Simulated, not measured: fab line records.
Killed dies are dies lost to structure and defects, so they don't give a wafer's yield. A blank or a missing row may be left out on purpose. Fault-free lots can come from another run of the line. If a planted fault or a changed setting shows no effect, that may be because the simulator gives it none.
What tool caused it?	flow nand_harc	24 lots with 72 wafers sampled at 6 steps, on a route of 1302 steps

## WHAT THE GAUGES SHOWED, per wafer
The record lacks any reading of a measuring or inspecting step that a usual standard deviation could be used to judge.

## WHAT TOOL EACH LOT RAN ON (gives the tool, then ch and the chambers of the sampled wafers, and finally the start)
lot	NHARC_A_STAIRCASE_TRIM_22	NHARC_A_STAIRCASE_TRIM_189	NHARC_A_STAIRCASE_ETCH_194	NHARC_A_STAIRCASE_ETCH_199	NHARC_A_STAIRCASE_ETCH_236	NHARC_A_STAIRCASE_STRIP_238
L074	rie_diel-12 ch 1,2,3, day 15 13:14 or earlier	rie_diel-01 ch 0,1,2, day 15 13:14 or earlier	rie_diel-01 ch 0,2,3, day 15 13:14 or earlier	rie_diel-12 ch 0,2,3, day 15 13:14 or earlier	rie_diel-01 ch 1,2,3, day 15 13:14 or earlier	plasma_asher-02 ch 0,1, day 15 13:14
L075	rie_diel-12 ch 1,2, day 16 08:37 or earlier	rie_diel-12 ch 0,2,3, day 16 08:37 or earlier	rie_diel-12 ch 0,3, day 16 08:37 or earlier	rie_diel-01 ch 0,1,2, day 16 08:37 or earlier	rie_diel-01 ch 1,2,3, day 16 08:37 or earlier	plasma_asher-01 ch 0,1, day 16 08:37
L076	rie_diel-12 ch 1,3, day 17 01:10 or earlier	rie_diel-06 ch 0,3, day 17 01:10 or earlier	rie_diel-06 ch 1,3, day 17 01:10 or earlier	rie_diel-12 ch 1,2,3, day 17 01:10 or earlier	rie_diel-06 ch 1,2, day 17 01:10 or earlier	plasma_asher-01 ch 0,1, day 17 01:10
L077	rie_diel-01 ch 0,1,2, day 17 05:01 or earlier	rie_diel-12 ch 1,3, day 17 05:01 or earlier	rie_diel-12 ch 0,1,2, day 17 05:01 or earlier	rie_diel-12 ch 0,2,3, day 17 05:01 or earlier	rie_diel-12 ch 0,2,3, day 17 05:01 or earlier	plasma_asher-01 ch 0,1, day 17 05:01
L078	rie_diel-06 ch 1,2,3, day 17 19:26 or earlier	rie_diel-06 ch 0,2, day 17 19:26 or earlier	rie_diel-06 ch 1,2, day 17 19:26 or earlier	rie_diel-12 ch 2,3, day 17 19:26 or earlier	rie_diel-12 ch 1,2,3, day 17 19:26 or earlier	plasma_asher-01 ch 0,1, day 17 19:26
L079	rie_diel-01 ch 1,2,3, day 18 04:05 or earlier	rie_diel-12 ch 0,1, day 18 04:05 or earlier	rie_diel-12 ch 0,1,3, day 18 04:05 or earlier	rie_diel-01 ch 2,3, day 18 04:05 or earlier	rie_diel-12 ch 1,2,3, day 18 04:05 or earlier	plasma_asher-01 ch 0,1, day 18 04:05
L080	rie_diel-06 ch 0,2,3, day 18 18:11 or earlier	rie_diel-01 ch 0,2, day 18 18:11 or earlier	rie_diel-01 ch 1,2, day 18 18:11 or earlier	rie_diel-01 ch 1,3, day 18 18:11 or earlier	rie_diel-12 ch 0,1,3, day 18 18:11 or earlier	plasma_asher-02 ch 1, day 18 18:11
L081	rie_diel-06 ch 0,2,3, day 19 06:50 or earlier	rie_diel-01 ch 0,2,3, day 19 06:50 or earlier	rie_diel-01 ch 0,2, day 19 06:50 or earlier	rie_diel-12 ch 1,2,3, day 19 06:50 or earlier	rie_diel-01 ch 0,1,3, day 19 06:50 or earlier	plasma_asher-02 ch 0,1, day 19 06:50
L082	rie_diel-01 ch 0,2,3, day 19 07:00 or earlier	rie_diel-01 ch 1,3, day 19 07:00 or earlier	rie_diel-01 ch 0,2, day 19 07:00 or earlier	rie_diel-01 ch 0,1,3, day 19 07:00 or earlier	rie_diel-12 ch 0,2, day 19 07:00 or earlier	plasma_asher-01 ch 0,1, day 19 07:00
L083	rie_diel-01 ch 0,2,3, day 20 06:17 or earlier	rie_diel-01 ch 2,3, day 20 06:17 or earlier	rie_diel-01 ch 0,1,2, day 20 06:17 or earlier	rie_diel-01 ch 0,3, day 20 06:17 or earlier	rie_diel-12 ch 0,3, day 20 06:17 or earlier	plasma_asher-01 ch 0,1, day 20 06:17
L085	rie_diel-06 ch 0,2,3, day 20 09:59 or earlier	rie_diel-01 ch 0,1,3, day 20 09:59 or earlier	rie_diel-01 ch 0,1,2, day 20 09:59 or earlier	rie_diel-01 ch 0,1,2, day 20 09:59 or earlier	rie_diel-06 ch 0,1,2, day 20 09:59 or earlier	plasma_asher-02 ch 0,1, day 20 09:59
L084	rie_diel-12 ch 0,3, day 20 11:33 or earlier	rie_diel-06 ch 0,1,3, day 20 11:33 or earlier	rie_diel-06 ch 0,3, day 20 11:33 or earlier	rie_diel-06 ch 1,3, day 20 11:33 or earlier	rie_diel-06 ch 0,3, day 20 11:33 or earlier	plasma_asher-01 ch 0,1, day 20 11:33
L086	rie_diel-06 ch 0,2,3, day 21 02:23 or earlier	rie_diel-12 ch 0,3, day 21 02:23 or earlier	rie_diel-12 ch 1,2,3, day 21 02:23 or earlier	rie_diel-12 ch 0,1,3, day 21 02:23 or earlier	rie_diel-06 ch 0,1,3, day 21 02:23 or earlier	plasma_asher-01 ch 0,1, day 21 02:23
L087	rie_diel-01 ch 2,3, day 22 07:59 or earlier	rie_diel-12 ch 0,3, day 22 07:59 or earlier	rie_diel-12 ch 0,1,3, day 22 07:59 or earlier	rie_diel-12 ch 0,3, day 22 07:59 or earlier	rie_diel-06 ch 1,2,3, day 22 07:59 or earlier	plasma_asher-01 ch 0,1, day 22 07:59
L088	rie_diel-12 ch 0,2,3, day 22 09:04 or earlier	rie_diel-06 ch 0,1,2, day 22 09:04 or earlier	rie_diel-06 ch 0,3, day 22 09:04 or earlier	rie_diel-12 ch 0,1, day 22 09:04 or earlier	rie_diel-12 ch 0,1,2, day 22 09:04 or earlier	plasma_asher-02 ch 0,1, day 22 09:04
L090	rie_diel-01 ch 0,1,3, day 22 13:47 or earlier	rie_diel-06 ch 0,1,2, day 22 13:47 or earlier	rie_diel-06 ch 1,2, day 22 13:47 or earlier	rie_diel-01 ch 2,3, day 22 13:47 or earlier	rie_diel-01 ch 1,2,3, day 22 13:47 or earlier	plasma_asher-01 ch 0,1, day 22 13:47
L089	rie_diel-06 ch 0,2, day 22 14:04 or earlier	rie_diel-01 ch 2, day 22 14:04 or earlier	rie_diel-01 ch 2,3, day 22 14:04 or earlier	rie_diel-06 ch 2,3, day 22 14:04 or earlier	rie_diel-12 ch 1,2,3, day 22 14:04 or earlier	plasma_asher-02 ch 1, day 22 14:04
L091	rie_diel-01 ch 1,3, day 23 08:49 or earlier	rie_diel-06 ch 0,1, day 23 08:49 or earlier	rie_diel-06 ch 0,2, day 23 08:49 or earlier	rie_diel-01 ch 1,2,3, day 23 08:49 or earlier	rie_diel-06 ch 0,1, day 23 08:49 or earlier	plasma_asher-01 ch 0,1, day 23 08:49
L093	rie_diel-06 ch 0,1,3, day 23 14:39 or earlier	rie_diel-12 ch 0,1,2, day 23 14:39 or earlier	rie_diel-12 ch 0,1,2, day 23 14:39 or earlier	rie_diel-12 ch 0,1,2, day 23 14:39 or earlier	rie_diel-12 ch 0,2,3, day 23 14:39 or earlier	plasma_asher-01 ch 0,1, day 23 14:39
L092	rie_diel-06 ch 0,2,3, day 23 16:14 or earlier	rie_diel-01 ch 0,2,3, day 23 16:14 or earlier	rie_diel-01 ch 1,2,3, day 23 16:14 or earlier	rie_diel-01 ch 0,1,2, day 23 16:14 or earlier	rie_diel-06 ch 0,2,3, day 23 16:14 or earlier	plasma_asher-01 ch 0,1, day 23 16:14
L094	rie_diel-01 ch 0,1,3, day 24 01:50 or earlier	rie_diel-01 ch 0,2,3, day 24 01:50 or earlier	rie_diel-01 ch 1,2,3, day 24 01:50 or earlier	rie_diel-01 ch 0,2,3, day 24 01:50 or earlier	rie_diel-12 ch 0,1,2, day 24 01:50 or earlier	plasma_asher-02 ch 0,1, day 24 01:50
L095	rie_diel-12 ch 0,1,2, day 24 08:19 or earlier	rie_diel-12 ch 2,3, day 24 08:19 or earlier	rie_diel-12 ch 1,2, day 24 08:19 or earlier	rie_diel-12 ch 0,2, day 24 08:19 or earlier	rie_diel-12 ch 0,3, day 24 08:19 or earlier	plasma_asher-02 ch 1, day 24 08:19
L097	rie_diel-12 ch 1,2,3, day 25 10:04 or earlier	rie_diel-06 ch 0,1, day 25 10:04 or earlier	rie_diel-06 ch 0,2,3, day 25 10:04 or earlier	rie_diel-06 ch 0,2,3, day 25 10:04 or earlier	rie_diel-01 ch 0,1,2, day 25 10:04 or earlier	plasma_asher-02 ch 0,1, day 25 10:04
L096	rie_diel-06 ch 1,2,3, day 25 13:26 or earlier	rie_diel-12 ch 1,2, day 25 13:26 or earlier	rie_diel-12 ch 0,1,3, day 25 13:26 or earlier	rie_diel-06 ch 0,1, day 25 13:26 or earlier	rie_diel-01 ch 1,2,3, day 25 13:26 or earlier	plasma_asher-01 ch 0,1, day 25 13:26
- NHARC_A_STAIRCASE_TRIM_22: chemistry O2, time 211.2 s.
- NHARC_A_STAIRCASE_TRIM_189: chemistry O2, time 211.2 s.
- NHARC_A_STAIRCASE_ETCH_194: etches the open film in C4F8/O2, target depth 100 nm, time 40.5 s.
- NHARC_A_STAIRCASE_ETCH_199: etches the open film in C4F8/O2, target depth 100 nm, time 40.5 s.
- NHARC_A_STAIRCASE_ETCH_236: etches the open film in C4F8/O2, target depth 100 nm, time 40.5 s.
- NHARC_A_STAIRCASE_STRIP_238: strips in O2.

## WHAT THE TOOLS THEMSELVES READ (means of the sampled wafers that have a number; where no wafer has one, the mark that the record gives instead)
NHARC_A_STAIRCASE_TRIM_22.
lot	tool	drypump_motor_current_A (A)	oes_product_au (a.u.)	rf_vpp_V (V)	showerhead_plenum_p_Torr (Torr)	throttle_valve_pct (%)
L074	rie_diel-12	5.9	1.006	57.0	3.45	17.038
L075	rie_diel-12	6.1	1.001	57.5	3.48	17.043
L076	rie_diel-12	5.8	0.996	57.3	3.40	17.036
L077	rie_diel-01	5.8	0.998	57.3	3.40	17.031
L078	rie_diel-06	5.5	1.006	57.2	3.57	17.032
L079	rie_diel-01	6.0	1.006	57.1	3.47	17.041
L080	rie_diel-06	5.5	1.010	57.7	3.52	17.039
L081	rie_diel-06	5.5	1.013	58.0	3.52	17.037
L082	rie_diel-01	5.6	1.008	57.8	3.54	17.031
L083	rie_diel-01	5.6	1.003	57.3	3.53	17.034
L085	rie_diel-06	5.5	1.014	57.7	3.51	17.030
L084	rie_diel-12	5.9	0.992	58.3	3.78	17.038
L086	rie_diel-06	5.5	1.003	57.9	3.51	17.035
L087	rie_diel-01	5.7	1.017	57.0	3.43	17.033
L088	rie_diel-12	6.0	1.013	57.5	3.64	17.047
L090	rie_diel-01	5.9	1.016	58.4	3.54	17.038
L089	rie_diel-06	5.4	1.004	58.2	3.50	17.038
L091	rie_diel-01	6.2	1.025	58.0	3.47	17.037
L093	rie_diel-06	5.7	1.008	57.5	3.43	17.027
L092	rie_diel-06	5.5	0.997	57.8	3.50	17.031
L094	rie_diel-01	5.9	1.009	58.1	3.54	17.034
L095	rie_diel-12	6.0	0.992	57.0	3.58	17.036
L097	rie_diel-12	5.9	0.999	57.9	3.59	17.035
L096	rie_diel-06	5.5	0.997	58.4	3.54	17.030

NHARC_A_STAIRCASE_TRIM_189.
lot	tool	drypump_motor_current_A (A)	oes_product_au (a.u.)	rf_vpp_V (V)	showerhead_plenum_p_Torr (Torr)	throttle_valve_pct (%)
L074	rie_diel-01	5.8	1.001	57.6	3.41	17.035
L075	rie_diel-12	6.0	0.997	57.3	3.49	17.032
L076	rie_diel-06	5.8	0.995	57.4	3.42	17.031
L077	rie_diel-12	5.8	0.997	57.5	3.53	17.036
L078	rie_diel-06	5.2	0.998	58.4	3.64	17.029
L079	rie_diel-12	5.8	0.998	58.2	3.69	17.038
L080	rie_diel-01	5.6	1.008	57.3	3.38	17.035
L081	rie_diel-01	5.6	0.999	57.9	3.53	17.036
L082	rie_diel-01	6.2	1.006	57.5	3.48	17.040
L083	rie_diel-01	5.8	1.016	57.7	3.61	17.037
L085	rie_diel-01	5.9	1.002	57.8	3.55	17.040
L084	rie_diel-06	5.7	1.007	56.5	3.44	17.031
L086	rie_diel-12	5.8	1.007	58.4	3.79	17.037
L087	rie_diel-12	5.9	1.005	58.1	3.77	17.034
L088	rie_diel-06	5.4	1.000	57.8	3.54	17.047
L090	rie_diel-06	5.4	1.006	59.1	3.54	17.035
L089	rie_diel-01	5.7	1.015	57.1	3.27	17.035
L091	rie_diel-06	5.6	1.009	57.8	3.42	17.026
L093	rie_diel-12	6.0	0.992	57.9	3.58	17.038
L092	rie_diel-01	5.6	1.008	57.8	3.52	17.041
L094	rie_diel-01	5.6	1.011	57.7	3.52	17.044
L095	rie_diel-12	5.9	1.015	57.5	3.65	17.039
L097	rie_diel-06	5.6	1.013	57.5	3.41	17.031
L096	rie_diel-12	6.1	0.995	58.0	3.45	17.045

NHARC_A_STAIRCASE_ETCH_194.
lot	tool	oes_product_au (a.u.)	rf_vpp_V (V)
L074	rie_diel-01	0.937	897
L075	rie_diel-12	0.937	893
L076	rie_diel-06	0.946	893
L077	rie_diel-12	0.937	899
L078	rie_diel-06	0.956	901
L079	rie_diel-12	0.925	897
L080	rie_diel-01	0.962	888
L081	rie_diel-01	0.943	893
L082	rie_diel-01	0.946	891
L083	rie_diel-01	0.947	890
L085	rie_diel-01	0.957	891
L084	rie_diel-06	0.949	891
L086	rie_diel-12	0.944	898
L087	rie_diel-12	0.941	903
L088	rie_diel-06	0.974	891
L090	rie_diel-06	0.934	901
L089	rie_diel-01	0.937	893
L091	rie_diel-06	0.955	895
L093	rie_diel-12	0.950	898
L092	rie_diel-01	0.935	893
L094	rie_diel-01	0.947	893
L095	rie_diel-12	0.943	896
L097	rie_diel-06	0.943	895
L096	rie_diel-12	0.936	903

NHARC_A_STAIRCASE_ETCH_199.
lot	tool	oes_product_au (a.u.)	rf_vpp_V (V)
L074	rie_diel-12	0.963	894
L075	rie_diel-01	0.952	891
L076	rie_diel-12	0.950	893
L077	rie_diel-12	0.949	895
L078	rie_diel-12	0.960	889
L079	rie_diel-01	0.962	898
L080	rie_diel-01	0.956	894
L081	rie_diel-12	0.935	893
L082	rie_diel-01	0.952	897
L083	rie_diel-01	0.948	902
L085	rie_diel-01	0.940	889
L084	rie_diel-06	0.934	893
L086	rie_diel-12	0.944	903
L087	rie_diel-12	0.947	904
L088	rie_diel-12	0.957	901
L090	rie_diel-01	0.943	892
L089	rie_diel-06	0.954	895
L091	rie_diel-01	0.938	892
L093	rie_diel-12	0.933	898
L092	rie_diel-01	0.948	890
L094	rie_diel-01	0.956	895
L095	rie_diel-12	0.943	893
L097	rie_diel-06	0.933	895
L096	rie_diel-06	0.959	893

NHARC_A_STAIRCASE_ETCH_236.
lot	tool	oes_product_au (a.u.)	rf_vpp_V (V)
L074	rie_diel-01	0.944	894
L075	rie_diel-01	0.950	893
L076	rie_diel-06	0.955	899
L077	rie_diel-12	0.945	893
L078	rie_diel-12	0.927	892
L079	rie_diel-12	0.949	893
L080	rie_diel-12	0.950	897
L081	rie_diel-01	0.952	897
L082	rie_diel-12	0.947	900
L083	rie_diel-12	0.938	905
L085	rie_diel-06	0.958	897
L084	rie_diel-06	0.958	891
L086	rie_diel-06	0.957	893
L087	rie_diel-06	0.944	897
L088	rie_diel-12	0.942	898
L090	rie_diel-01	0.959	893
L089	rie_diel-12	0.953	899
L091	rie_diel-06	0.949	891
L093	rie_diel-12	0.950	900
L092	rie_diel-06	0.936	895
L094	rie_diel-12	0.936	898
L095	rie_diel-12	0.956	905
L097	rie_diel-01	0.931	897
L096	rie_diel-01	0.945	899

NHARC_A_STAIRCASE_STRIP_238.
lot	tool	drypump_motor_current_A (A)	heater_power_w (W)	temp_c (C)
L074	plasma_asher-02	4.92	366	250.11
L075	plasma_asher-01	5.50	298	250.19
L076	plasma_asher-01	5.50	298	250.05
L077	plasma_asher-01	5.51	337	250.06
L078	plasma_asher-01	5.49	331	249.86
L079	plasma_asher-01	5.48	298	249.89
L080	plasma_asher-02	4.78	377	249.85
L081	plasma_asher-02	4.92	368	250.11
L082	plasma_asher-01	5.52	326	249.87
L083	plasma_asher-01	5.48	300	250.13
L085	plasma_asher-02	4.93	360	250.02
L084	plasma_asher-01	5.48	300	249.81
L086	plasma_asher-01	5.49	299	250.06
L087	plasma_asher-01	5.50	333	249.98
L088	plasma_asher-02	4.92	364	249.99
L090	plasma_asher-01	5.47	302	250.04
L089	plasma_asher-02	4.77	371	249.94
L091	plasma_asher-01	5.51	330	249.99
L093	plasma_asher-01	5.47	298	249.99
L092	plasma_asher-01	5.48	300	250.12
L094	plasma_asher-02	4.92	361	250.06
L095	plasma_asher-02	4.76	368	250.18
L097	plasma_asher-02	4.92	366	249.90
L096	plasma_asher-01	5.51	325	250.04

## THE ANSWER, worked out from the rows above alone
Rule: what is usual is taken from the lots themselves. Put in order of their means at a reading, lots are off if they are a third of the lots or fewer, leave a main group of 4 or more, and stand apart from it by a gap of 3 or more times the standard deviation of the main group's means; of several such gaps the widest counts. If all means in a main group match to the digits the tables above print for the reading, that group is not used. Also off: a lot with no number at a reading for which 4 or more lots have one. Where the step has rows for the other lots, those lots are counted as sound. The gauges are gone through in route order, then the tools' own readings, and for those a lot's mean is taken as printed above. At the first step where some lot is off, the reading lying furthest off is the one used; lots without a number count as furthest.
Nothing can be told from this: no lot is off at any reading shown.

## WHAT WAS PUT IN BY THE SIMULATOR
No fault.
